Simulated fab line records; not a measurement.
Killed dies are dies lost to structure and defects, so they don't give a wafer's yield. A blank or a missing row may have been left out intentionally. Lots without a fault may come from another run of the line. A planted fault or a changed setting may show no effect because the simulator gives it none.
fab line records | flow n5Finfet
[record] lots = 9 | wafers = 27 | lastDay = 17
route steps=1938 shown BEOL_M0@740 BEOL_M1@783 BEOL_M4@1111 PASSIVATION@1936
lots untouched by any fault: they come from a run of this same line in which no faults occurred
startH: hours from the record's opening day to when the first of the lot's shown wafers began | waitH: time in hours since the lot's previous step | " unchanged from the row above | L1.1+2: a row that stands for several wafers | - value missing, or start not given | * or withheld: withheld | < > ~ a bound
route shown NAME@n: names a module that has steps shown in the file, with the first one's number in the route | usual: the fault-free wafers' mean and standard deviation | same: alike in all rows | chamber/n: place in a boat | sites: each site's reading | _std_site: their standard deviation | _edge_site: outer sites' mean less inner sites' | radiusMm: how far each site lies from the wafer's centre | mask NAME#n: copy n | behind: tool/chamber where the wafer was last shaped | hold: the reason the lot was held/the length of the hold in hours/how it ended | device: which transistor (n, p or np) failed to switch | end of line: tests run on the same wafers once the route is complete | step lacking rows: just its recipe | killed: the dies lost at the first sort to structure and to defects; this is not the yield of the wafer | map: shows each die of a wafer: x if killed, . if not, _ if none is there
set.NAME: the setting as run; set.NAME@STEP: as run at that earlier step | model.NAME: the simulator's own value behind a step, which no gauge read
route steps across a sampled set of lots; one table per step, one row per wafer
services: a tool's chamber out of use, with start hour (startH, from the record's first day; less than 0 if before it), hours out, and reason
[[steps]]
[step N5_BEOL_M0_SPUTTER_141]
[recipe] material = Cu | targetThkA = 40 | tempC = -20 | chamberPressurePa = 0.07 | powerW = withheld | timeS = 7.37
[usual] susceptorTempC = -19.99/0.1 | throttleValvePct = 30.2/1
lot.wafer | tool          | chamber | startH | waitH | susceptorTempC | throttleValvePct
L959.1    | pvdSputter-03 | -       | 129.15 | 0.0   | -19.97         | 31.9
L959.5    | "             | -       | "      | "     | -19.86         | 29.2
L959.6    | "             | -       | "      | "     | -20.03         | 30.2
L960.1    | pvdSputter-01 | -       | 130.83 | 0.0   | -19.97         | 31.5
L960.3    | "             | -       | "      | "     | -20.00         | 30.7
L960.5    | "             | -       | "      | "     | -20.08         | 30.1
L962.3    | pvdSputter-03 | -       | 146.46 | 0.0   | -19.99         | 31.8
L962.5    | "             | -       | "      | "     | -20.09         | 30.5
L962.6    | "             | -       | "      | "     | -20.13         | 32.1
L963.2    | pvdSputter-02 | -       | 146.50 | 0.0   | -20.03         | 29.5
L963.5    | "             | -       | "      | "     | -19.83         | 28.9
L963.6    | "             | -       | "      | "     | -20.14         | 29.3
L966.1    | pvdSputter-01 | -       | 167.91 | 0.0   | -20.00         | 32.0
L966.2    | "             | -       | "      | "     | -20.06         | 30.7
L966.5    | "             | -       | "      | "     | -19.87         | 31.7
L967.2    | pvdSputter-01 | -       | 175.77 | 0.0   | -19.92         | 30.6
L967.5    | "             | -       | "      | "     | -20.02         | 30.2
L967.6    | "             | -       | "      | "     | -19.99         | 30.7
L968.1    | pvdSputter-03 | -       | 186.44 | 0.0   | -20.05         | 30.3
L968.5    | "             | -       | "      | "     | -20.07         | 29.6
L968.6    | "             | -       | "      | "     | -20.20         | 29.9
L974.1    | pvdSputter-02 | -       | 227.65 | 0.0   | -20.01         | 29.4
L974.3    | "             | -       | "      | "     | -19.92         | 29.3
L974.4    | "             | -       | "      | "     | -20.09         | 29.5
L976.1    | pvdSputter-02 | -       | 232.39 | 0.0   | -20.10         | 28.7
L976.2    | "             | -       | "      | "     | -19.99         | 29.4
L976.3    | "             | -       | "      | "     | -19.96         | 29.4
[step N5_BEOL_M1_EXPOSE_25]
[recipe] maskId = V0 | na = 0.33 | sourceShape = quasar | sigmaInner = 0.2 | sigmaOuter = 0.8 | polarization = unpolarized | defocusNm = 5 | targetCdNm = 24 | doseMj = 63
[usual] exposureDoseMJCm2 = 62.99/0.064
lot.wafer | tool          | chamber | startH | waitH | mask | exposureDoseMJCm2
L959.1    | euvScanner-02 | 0       | 134.40 | -     | V0#0 | 62.97
L959.5    | "             | 0       | "      | "     | V0#0 | 62.91
L959.6    | "             | 0       | "      | "     | V0#0 | 63.12
L960.1    | euvScanner-01 | 0       | 134.76 | -     | V0#0 | 62.97
L960.3    | "             | 0       | "      | "     | V0#0 | 63.00
L960.5    | "             | 0       | "      | "     | V0#0 | 63.04
L962.3    | euvScanner-01 | 0       | 150.66 | -     | V0#0 | 63.04
L962.5    | "             | 0       | "      | "     | V0#0 | 62.99
L962.6    | "             | 0       | "      | "     | V0#0 | 62.94
L963.2    | euvScanner-01 | 0       | 150.74 | -     | V0#0 | 62.94
L963.5    | "             | 0       | "      | "     | V0#0 | 62.95
L963.6    | "             | 0       | "      | "     | V0#0 | 63.04
L966.1    | euvScanner-01 | 0       | 170.94 | -     | V0#0 | 62.98
L966.2    | "             | 0       | "      | "     | V0#0 | 62.96
L966.5    | "             | 0       | "      | "     | V0#0 | 63.00
L967.2    | euvScanner-02 | 0       | 180.68 | -     | V0#0 | 62.97
L967.5    | "             | 0       | "      | "     | V0#0 | 62.93
L967.6    | "             | 0       | "      | "     | V0#0 | 63.10
L968.1    | euvScanner-01 | 0       | 189.18 | -     | V0#0 | 63.14
L968.5    | "             | 0       | "      | "     | V0#0 | 63.11
L968.6    | "             | 0       | "      | "     | V0#0 | 63.16
L974.1    | euvScanner-01 | 0       | 230.94 | -     | V0#0 | 59.73
L974.3    | "             | 0       | "      | "     | V0#0 | 59.68
L974.4    | "             | 0       | "      | "     | V0#0 | 59.66
L976.1    | euvScanner-01 | 0       | 235.50 | -     | V0#0 | 59.75
L976.2    | "             | 0       | "      | "     | V0#0 | 59.67
L976.3    | "             | 0       | "      | "     | V0#0 | 59.71
[step N5_BEOL_M1_CD_MEAS_28]
[recipe] landingEnergyEv = 500 | detector = seInlens | targetCdYNm = 23.3
[usual] cdNm = 23.96/0.26
lot.wafer | tool     | chamber | startH | waitH | cdNm
L959.1    | cdSem-02 | 0       | 134.55 | -     | 24.01
L959.5    | "        | 0       | "      | "     | 23.67
L959.6    | "        | 0       | "      | "     | 23.86
L960.1    | cdSem-02 | 0       | 134.91 | -     | 23.92
L960.3    | "        | 0       | "      | "     | 24.06
L960.5    | "        | 0       | "      | "     | 24.32
L962.3    | cdSem-02 | 0       | 150.79 | -     | 24.05
L962.5    | "        | 0       | "      | "     | 23.50
L962.6    | "        | 0       | "      | "     | 23.93
L963.2    | cdSem-01 | 0       | 150.88 | -     | 23.80
L963.5    | "        | 0       | "      | "     | 23.69
L963.6    | "        | 0       | "      | "     | 23.86
L966.1    | cdSem-01 | 0       | 171.09 | -     | 23.79
L966.2    | "        | 0       | "      | "     | 23.93
L966.5    | "        | 0       | "      | "     | 24.07
L967.2    | cdSem-01 | 0       | 180.82 | -     | 23.97
L967.5    | "        | 0       | "      | "     | 23.78
L967.6    | "        | 0       | "      | "     | 23.69
L968.1    | cdSem-03 | 0       | 189.32 | -     | 24.25
L968.5    | "        | 0       | "      | "     | 24.15
L968.6    | "        | 0       | "      | "     | 23.98
L974.1    | cdSem-02 | 0       | 231.08 | -     | 22.66
L974.3    | "        | 0       | "      | "     | 23.28
L974.4    | "        | 0       | "      | "     | 22.79
L976.1    | cdSem-03 | 0       | 235.65 | -     | 22.98
L976.2    | "        | 0       | "      | "     | 22.76
L976.3    | "        | 0       | "      | "     | 22.75
[step N5_BEOL_M1_ETCH_69]
[recipe] chemistry = CF4 | target = SiARC | targetDepthA = 156 | maskMaterial = CAR-EUV | timeS = 26 | ionEnergyEv = 80 | pressureMtorr = 40 | sourceW = 545 | biasW = 36 | Ar_flow_sccm = 100 | cf4FlowSccm = 100 | ends = cleared
[usual] drypumpMotorCurrentA = 5.7/0.46 | etchRfOnTimeS = 26.0/0.65 | oesProductAu = 0.63/0.046 | rfVppV = 183.9/0.98 | showerheadPlenumPTorr = 2.13/0.051 | throttleValvePct = 15.71/0.14
lot.wafer | tool       | chamber | startH | waitH | drypumpMotorCurrentA | etchRfOnTimeS | oesProductAu | rfHoursCounterH | rfVppV | showerheadPlenumPTorr | throttleValvePct
L959.1    | rieDiel-03 | 0       | 134.75 | 0.0   | 5.5                  | 26.7          | 0.74         | 43              | 183.7  | 2.10                  | 15.51
L959.5    | "          | 1       | "      | "     | 5.1                  | 26.4          | 0.65         | -               | 184.3  | 2.15                  | 15.66
L959.6    | "          | 0       | "      | "     | 5.5                  | 26.5          | 0.74         | -               | 184.1  | 2.10                  | 15.52
L960.1    | rieDiel-05 | 2       | 135.08 | 0.0   | 5.2                  | 26.5          | 0.62         | 164             | 184.3  | 2.13                  | 15.49
L960.3    | "          | 3       | "      | "     | 5.8                  | 25.9          | 0.66         | 151             | 184.9  | 2.13                  | 15.67
L960.5    | "          | 3       | "      | "     | 5.8                  | 26.0          | 0.65         | -               | 184.8  | 2.13                  | 15.68
L962.3    | rieDiel-04 | 2       | 150.96 | 0.0   | 6.6                  | 25.3          | 0.59         | 227             | 183.1  | 2.04                  | 15.62
L962.5    | "          | 2       | "      | "     | 6.6                  | 25.6          | 0.59         | -               | 182.0  | 2.04                  | 15.62
L962.6    | "          | 3       | "      | "     | 5.0                  | 26.4          | 0.59         | -               | 183.1  | 2.11                  | 15.81
L963.2    | rieDiel-04 | 2       | 151.07 | 0.0   | 6.5                  | 25.6          | 0.59         | 227             | 181.5  | 2.04                  | 15.62
L963.5    | "          | 1       | "      | "     | 5.5                  | 26.1          | 0.67         | -               | 183.7  | 2.15                  | 15.88
L963.6    | "          | 0       | "      | "     | 6.2                  | 25.1          | 0.64         | -               | 185.1  | 2.14                  | 15.69
L966.1    | rieDiel-04 | 0       | 171.26 | 0.0   | 6.2                  | 25.3          | 0.63         | 184             | 183.1  | 2.14                  | 15.71
L966.2    | "          | 3       | "      | "     | 5.0                  | 26.5          | 0.58         | 234             | 183.4  | 2.11                  | 15.82
L966.5    | "          | 2       | "      | "     | 6.5                  | 25.6          | 0.58         | -               | 182.5  | 2.04                  | 15.62
L967.2    | rieDiel-05 | 2       | 181.10 | 0.0   | 5.3                  | 26.4          | 0.62         | 178             | 184.0  | 2.13                  | 15.51
L967.5    | "          | 2       | "      | "     | 5.2                  | 26.5          | 0.62         | -               | 183.1  | 2.13                  | 15.54
L967.6    | "          | 3       | "      | "     | 5.8                  | 25.9          | 0.64         | -               | 183.7  | 2.13                  | 15.69
L968.1    | rieDiel-05 | 2       | 189.50 | 0.0   | 5.2                  | 26.8          | 0.62         | 180             | 183.3  | 2.13                  | 15.51
L968.5    | "          | 2       | "      | "     | 5.3                  | 26.7          | 0.62         | -               | 184.6  | 2.13                  | 15.52
L968.6    | "          | 3       | "      | "     | 5.8                  | 26.2          | 0.64         | -               | 183.4  | 2.13                  | 15.69
L974.1    | rieDiel-04 | 0       | 231.26 | 0.0   | 6.1                  | 25.6          | 0.62         | 201             | 183.3  | 2.14                  | 15.74
L974.3    | "          | 1       | "      | "     | 5.6                  | 26.7          | 0.65         | 125             | 185.0  | 2.15                  | 15.91
L974.4    | "          | 2       | "      | "     | 6.5                  | 26.0          | 0.58         | -               | 183.0  | 2.03                  | 15.67
L976.1    | rieDiel-04 | 1       | 235.82 | 0.0   | 5.5                  | 26.3          | 0.66         | 127             | 184.8  | 2.15                  | 15.92
L976.2    | "          | 2       | "      | "     | 6.5                  | 25.3          | 0.58         | 248             | 181.8  | 2.03                  | 15.64
L976.3    | "          | 0       | "      | "     | 6.2                  | 25.3          | 0.63         | 203             | 185.4  | 2.13                  | 15.74
[step N5_BEOL_M1_ALD_98]
[recipe] material = SiO2 | targetThkA = 25 | tempC = 100 | aldPrecursorFamily = BDEAS | aldCoReactant = O2-plasma | pulseTimeS = 1 | coReactantPulseTimeS = 1 | purgeTimeS = 2 | coReactantPurgeTimeS = 2 | aldCycles = 17 | pressureTorr = 2
[usual] heaterPowerW = 76/4.5 | precursorPulseHeightRel = 0.998/0.02 | susceptorTempC = 100.01/0.14
[same] coReactantPurgeTimeS = 2
lot.wafer | tool      | chamber | startH | waitH | heaterPowerW | precursorPulseHeightRel | sinceWetCleanH | susceptorTempC
L959.1    | aldSin-04 | 1       | 134.83 | 0.1   | 75           | 0.997                   | 35             | 99.71
L959.5    | "         | 1       | "      | "     | 75           | 1.018                   | -              | 99.88
L959.6    | "         | 3       | "      | "     | 77           | 1.045                   | -              | 99.92
L960.1    | aldSin-02 | 3       | 135.17 | 0.1   | 74           | 0.998                   | 232            | 100.16
L960.3    | "         | 0       | "      | "     | 86           | 0.992                   | 232            | 99.87
L960.5    | "         | 0       | "      | "     | 87           | 0.998                   | -              | 99.54
L962.3    | aldSin-04 | 0       | 151.04 | 0.1   | 73           | 1.013                   | 51             | 99.89
L962.5    | "         | 1       | "      | "     | 77           | 0.955                   | -              | 99.81
L962.6    | "         | 0       | "      | "     | 73           | 0.989                   | -              | 99.93
L963.2    | aldSin-04 | 3       | 151.15 | 0.1   | 76           | 1.003                   | 51             | 100.22
L963.5    | "         | 0       | "      | "     | 74           | 0.993                   | -              | 99.95
L963.6    | "         | 1       | "      | "     | 77           | 0.995                   | -              | 99.72
L966.1    | aldSin-02 | 3       | 171.35 | 0.1   | 75           | 0.977                   | 268            | 99.93
L966.2    | "         | 2       | "      | "     | 71           | 0.993                   | 268            | 100.04
L966.5    | "         | 3       | "      | "     | 76           | 1.022                   | -              | 100.08
L967.2    | aldSin-04 | 2       | 181.82 | 0.7   | 78           | 0.984                   | 82             | 100.22
L967.5    | "         | 0       | "      | "     | 74           | 0.972                   | -              | 100.00
L967.6    | "         | 3       | "      | "     | 77           | 1.016                   | -              | 100.04
L968.1    | aldSin-04 | 2       | 189.97 | 0.4   | 77           | 0.985                   | 90             | 100.04
L968.5    | "         | 1       | "      | "     | 75           | 0.979                   | -              | 99.92
L968.6    | "         | 0       | "      | "     | 73           | 0.988                   | -              | 100.03
L974.1    | aldSin-01 | 0       | 231.34 | 0.1   | 79           | 1.036                   | 41             | 100.30
L974.3    | "         | 1       | "      | "     | 75           | 0.989                   | 41             | 100.23
L974.4    | "         | 2       | "      | "     | 83           | 0.967                   | 41             | 100.07
L976.1    | aldSin-02 | 3       | 236.04 | 0.2   | 75           | 1.003                   | 333            | 100.09
L976.2    | "         | 1       | "      | "     | 76           | 0.990                   | 333            | 100.12
L976.3    | "         | 2       | "      | "     | 72           | 1.061                   | 333            | 99.90
[step N5_BEOL_M4_RC_MEAS_101]
[usual] DIBL_N = 36.2/1.6 | DIBL_P = 36.1/2 | IOFF_N = 0.16/0.032 | IOFF_P = 0.22/0.036 | ION_N = 672/11 | ION_P = 463/7.5 | SS_N = 71.4/0.58 | SS_P = 73.2/0.67 | VT_N = 250/3.3 | VT_P = -250/3.3
lot.wafer | tool      | chamber | startH | waitH | DIBL_N[mV/V] | DIBL_P[mV/V] | IOFF_N[nA/um] | IOFF_P[nA/um] | ION_N[uA/um] | ION_P[uA/um] | SS_N[mV/dec] | SS_P[mV/dec] | VT_N[mV] | VT_P[mV]
L959.1    | prober-01 | 0       | 175.49 | 0.0   | 35.8         | 35.9         | 0.15          | 0.24          | 678          | 477          | 71.1         | 73.3         | 249      | -246
L959.5    | "         | 0       | "      | "     | 33.8         | 32.6         | 0.11          | 0.19          | 659          | 464          | 70.3         | 72.6         | 253      | -251
L959.6    | "         | 0       | "      | "     | 35.6         | 34.7         | 0.15          | 0.22          | 672          | 470          | 71.3         | 72.8         | 248      | -247
L960.1    | prober-02 | 0       | 179.65 | 0.0   | 35.8         | 36.9         | 0.15          | 0.22          | 678          | 470          | 71.6         | 73.6         | 248      | -250
L960.3    | "         | 0       | "      | "     | 35.9         | 35.7         | 0.15          | 0.19          | 664          | 457          | 71.4         | 72.8         | 249      | -252
L960.5    | "         | 0       | "      | "     | 38.0         | 39.7         | 0.19          | 0.27          | 675          | 469          | 72.2         | 74.3         | 249      | -249
L962.3    | prober-01 | 0       | 197.74 | 0.3   | 38.3         | 35.2         | 0.17          | 0.21          | 679          | 465          | 71.6         | 73.2         | 248      | -249
L962.5    | "         | 0       | "      | "     | 35.9         | 32.5         | 0.13          | 0.18          | 662          | 458          | 71.3         | 71.8         | 248      | -251
L962.6    | "         | 0       | "      | "     | 36.2         | 33.4         | 0.13          | 0.19          | 671          | 460          | 71.5         | 72.3         | 251      | -250
L963.2    | prober-01 | 0       | 200.53 | 0.2   | 37.3         | 36.4         | 0.17          | 0.23          | 673          | 467          | 71.5         | 73.2         | 250      | -247
L963.5    | "         | 0       | "      | "     | 36.5         | 34.5         | 0.17          | 0.20          | 678          | 459          | 71.8         | 72.7         | 247      | -249
L963.6    | "         | 0       | "      | "     | 34.3         | 33.2         | 0.13          | 0.18          | 668          | 457          | 70.1         | 72.1         | 249      | -250
L966.1    | prober-01 | 0       | 220.24 | 0.0   | 37.7         | 38.2         | 0.22          | 0.30          | 675          | 464          | 71.6         | 74.1         | 245      | -245
L966.2    | "         | 0       | "      | "     | 35.6         | 36.0         | 0.17          | 0.24          | 685          | 471          | 71.0         | 73.0         | 245      | -248
L966.5    | "         | 0       | "      | "     | 35.2         | 35.4         | 0.16          | 0.24          | 667          | 466          | 70.4         | 73.9         | 250      | -245
L967.2    | prober-02 | 0       | 224.69 | 0.2   | 37.7         | 37.1         | 0.17          | 0.24          | 675          | 471          | 71.8         | 73.0         | 247      | -246
L967.5    | "         | 0       | "      | "     | 37.3         | 38.2         | 0.16          | 0.26          | 678          | 471          | 71.5         | 74.0         | 248      | -245
L967.6    | "         | 0       | "      | "     | 37.0         | 38.0         | 0.16          | 0.24          | 682          | 466          | 71.5         | 72.8         | 249      | -246
L968.1    | prober-02 | 0       | 234.37 | 0.0   | 36.8         | 37.0         | 0.18          | 0.23          | 673          | 461          | 71.7         | 73.3         | 248      | -250
L968.5    | "         | 0       | "      | "     | 36.4         | 36.5         | 0.18          | 0.22          | 676          | 470          | 71.3         | 73.8         | 249      | -251
L968.6    | "         | 0       | "      | "     | 34.8         | 35.0         | 0.15          | 0.21          | 676          | 465          | 71.6         | 73.7         | 248      | -248
L974.1    | prober-02 | 0       | 276.46 | 0.0   | 34.2         | 33.8         | 0.13          | 0.18          | 647          | 455          | 70.6         | 72.7         | 253      | -253
L974.3    | "         | 0       | "      | "     | 33.3         | 32.6         | 0.13          | 0.17          | 657          | 459          | 70.6         | 72.4         | 251      | -251
L974.4    | "         | 0       | "      | "     | 36.3         | 36.6         | 0.17          | 0.23          | 665          | 457          | 72.2         | 73.4         | 248      | -250
L976.1    | prober-02 | 0       | 286.14 | 0.0   | 34.9         | 35.6         | 0.14          | 0.23          | 668          | 463          | 71.3         | 73.1         | 253      | -246
L976.2    | "         | 0       | "      | "     | 32.7         | 32.1         | 0.12          | 0.18          | 677          | 467          | 70.6         | 72.5         | 251      | -248
L976.3    | "         | 0       | "      | "     | 37.0         | 37.2         | 0.19          | 0.27          | 681          | 472          | 71.7         | 73.3         | 245      | -244
[step N5_PASSIVATION_PROBE_49]
[usual] defectLimitedYield = 91.4/1.3 | killed_at_M0_to_M3 = 34/10 | killed_at_M4_up = 14/5.6 | killedAtContacts = 13/5.9 | killedAtFrontEnd = 37/9.9 | killedAtOther = 3.5/2.8 | killedDies = 101/15 | killedOnRim = 13/3.9 | killedOpen = 67/12 | killedShort = 32/6.6 | sort_bin_5_function = 5.0/0.81 | sort_bin_6_memory = 3.2/0.66 | sortNPass = 1079/15 | sortYieldPct = 91.4/1.3
[same] grossDies = 1180 | killedAtBackSide = 0 | sort_bin_4_leakage[%] = 0 | sort_bin_8_speed[%] = 0
lot.wafer | tool      | chamber | startH | waitH | defectLimitedYield[%] | killed_at_M0_to_M3 | killed_at_M4_up | killedAtContacts | killedAtFrontEnd | killedAtOther | killedDies | killedOnRim | killedOpen | killedShort | sort_bin_5_function[%] | sort_bin_6_memory[%] | sortNPass | sortYieldPct[%]
L968.1    | prober-02 | -       | 337.09 | 0.0   | 91.9                  | 45                 | 8               | 10               | 29               | 4             | 96         | 13          | 68         | 28          | 4.9                    | 3.1                  | 1084      | 91.9
L968.5    | prober-02 | -       | 337.29 | 0.2   | 90.5                  | 43                 | 18              | 4                | 46               | 1             | 112        | 11          | 78         | 34          | 5.3                    | 4.0                  | 1068      | 90.5
L968.6    | prober-02 | -       | 337.34 | 0.3   | 89.1                  | 57                 | 11              | 11               | 45               | 5             | 129        | 17          | 86         | 43          | 6.4                    | 4.2                  | 1051      | 89.1
// killed by level:class
L968.1 BEOL_M0_SAQP:geometricParticle:open=9 MOL_CONTACT_COAG:geometricParticle:open=8 BEOL_M2:geometricParticle:open=8 STI_FIN_REVEAL:geometricParticle:open=7 BEOL_M0_SAQP:geometricParticle:short=7 BEOL_M3:geometricParticle:open=7 BEOL_M1:geometricParticle:open=6 FIN_SAQP:geometricParticle:short=4
L968.5 BEOL_M2:geometricParticle:open=15 STI_FIN_REVEAL:geometricParticle:open=11 BEOL_M0_SAQP:geometricParticle:short=7 BEOL_M5:geometricParticle:open=6 FIN_SAQP:geometricParticle:open=6 BEOL_M4:geometricParticle:open=6 BEOL_M1:geometricParticle:open=5 BEOL_M3:geometricParticle:open=5
L968.6 BEOL_M0_SAQP:geometricParticle:short=14 BEOL_M0_SAQP:geometricParticle:open=13 BEOL_M1:geometricParticle:open=11 DUMMY_GATE:geometricParticle:open=9 MOL_CONTACT_COAG:geometricParticle:open=9 FIN_SAQP:geometricParticle:short=7 STI_FIN_REVEAL:geometricParticle:open=7 BEOL_M2:geometricParticle:open=7
[[services]]
tool          | chamber | startH | hours | kind
euvScanner-02 | -       | 107.83 | 7.3   | repair
aldSin-01     | -       | 114.67 | 2.8   | pm
rieDiel-04    | -       | 118.88 | 14.6  | pm
aldSin-04     | 0       | 125.72 | 10.5  | repair
euvScanner-01 | -       | 151.75 | 1.0   | pm
euvScanner-02 | -       | 152.05 | 0.6   | repair
aldSin-01     | -       | 157.02 | 14.6  | pm
pvdSputter-02 | -       | 157.68 | 14.3  | repair
rieDiel-04    | 3       | 164.80 | 1.4   | repair
euvScanner-02 | -       | 165.59 | 1.0   | pm
euvScanner-02 | -       | 171.62 | 4.6   | pm
euvScanner-01 | 0       | 173.87 | -     | calibration
euvScanner-01 | -       | 176.23 | 5.8   | pm
aldSin-01     | -       | 176.75 | 14.0  | pm
euvScanner-02 | -       | 187.13 | 0.9   | repair
rieDiel-03    | 1       | 194.09 | 2.4   | repair
aldSin-01     | 2       | 197.06 | 3.2   | repair
pvdSputter-02 | -       | 207.32 | 1.6   | repair
euvScanner-01 | -       | 207.90 | 1.0   | pm
euvScanner-02 | -       | 221.79 | 1.0   | pm
rieDiel-04    | 3       | 230.43 | -     | clean
rieDiel-04    | 3       | 230.43 | -     | consumableReplace:focusRing
rieDiel-04    | 3       | 230.43 | 24.4  | scheduledDown
aldSin-04     | 1       | 232.00 | 10.4  | repair
[[key]]
[firstSign] step = N5_BEOL_M1_EXPOSE_25 | reading = exposureDoseMJCm2 | direction = down | sigmas = 52 | usual = 62.99 | struck = 59.70
[effect] step = N5_BEOL_M1_CD_MEAS_28 | reading = cdNm | direction = down | sigmas = 4.2 | usual = 23.96 | struck = 22.87
metAt N5_BEOL_M1_EXPOSE_25
struckLots L974,L976
notActingAt N5_BEOL_M0_SPUTTER_141,N5_BEOL_M1_ETCH_69,N5_BEOL_M1_ALD_98
onsetBetween 189.18 230.94
[fault] kind = processParameterDrift | tool = euvScanner-01 | chamber = - | onsetH = 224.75 | steps = N5_BEOL_M1_EXPOSE_25 | channel = doseMj | offset = -3.3318 | shape = step | actsIn = theseRecipesOnly | stated = 63
